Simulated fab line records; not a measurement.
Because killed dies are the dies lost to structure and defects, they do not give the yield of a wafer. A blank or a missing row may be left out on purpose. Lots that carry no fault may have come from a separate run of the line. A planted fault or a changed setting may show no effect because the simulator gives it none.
Chamber matching | flow nand harc | NHARC_P_M0_CMP_23 on cmp-02 has 4 sister chambers
The step polishes, t overpolish 20 s, target thk 117.54 nm. 16 wafers are shown with their chamber, then 8 later ones without.

EACH WAFER AND ITS CHAMBER
wafer  | chamber | motor current A (A) | time to endpoint s (s)
L076.2 | 1       | 13.5                | 26
L076.3 | 2       | 11.2                | 32
L076.4 | 0       | 10.5                | 24
L077.1 | 0       | 10.8                | 22
L077.5 | 3       | 11.0                | 28
L077.6 | 2       | 10.6                | 30
L078.2 | 1       | 13.7                | 29
L078.3 | 3       | 11.2                | 27
L078.4 | 2       | 11.0                | 31
L080.1 | 3       | 11.6                | 27
L080.2 | 2       | 10.7                | 32
L080.5 | 3       | 10.8                | 29
L085.1 | 2       | 10.7                | 34
L085.3 | 0       | 10.2                | 27
L085.6 | 0       | 10.4                | 28
L091.2 | 0       | 10.8                | 29

SIGNATURES, as means of the wafers listed above
reading            | chamber 0 | chamber 1 | chamber 2 | chamber 3 | scatter within a chamber
motor current A    | 10.540    | 13.600    | 10.840    | 11.150    | 0.273
time to endpoint s | 26.00     | 27.50     | 31.80     | 27.75     | 2.04
Rule: for a wafer and a chamber, the distance is found by dividing, reading by reading, the gap between the wafer's reading and the chamber's mean by the reading's scatter, squaring, summing and taking the root. If the next closest chamber is less than 2 further off than the closest, the wafer can't be placed; otherwise it belongs to the closest. The scatter is the square root of a quotient: the sum, over the shown wafers, of each reading's squared deviation from its chamber's mean, divided by wafers minus chambers.

WAFERS WITH NO CHAMBER GIVEN
wafer  | motor current A (A) | time to endpoint s (s)
L091.3 | 11.5                | 31
L091.6 | 10.7                | 30
L096.1 | 11.0                | 38
L096.3 | 13.6                | 30
L096.5 | 13.2                | 34
L097.2 | 10.2                | 28
L097.3 | 10.6                | 30
L097.4 | 11.3                | 38

THE CHAMBER EACH PASSED THROUGH
wafer  | from the rows above          | in truth
L091.3 | can't be placed: 3 or 2      | 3
L091.6 | can't be placed: 2 or 3 or 0 | 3
L096.1 | can't be placed: 2 or 3      | 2
L096.3 | 1                            | 1
L096.5 | 1                            | 1
L097.2 | can't be placed: 0 or 2 or 3 | 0
L097.3 | can't be placed: 2 or 0 or 3 | 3
L097.4 | can't be placed: 2 or 3      | 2
Placed correctly: 2 of 8. Can't be placed from these rows: 6 (the true chamber is among the candidates in 6). Wrongly placed: 0.
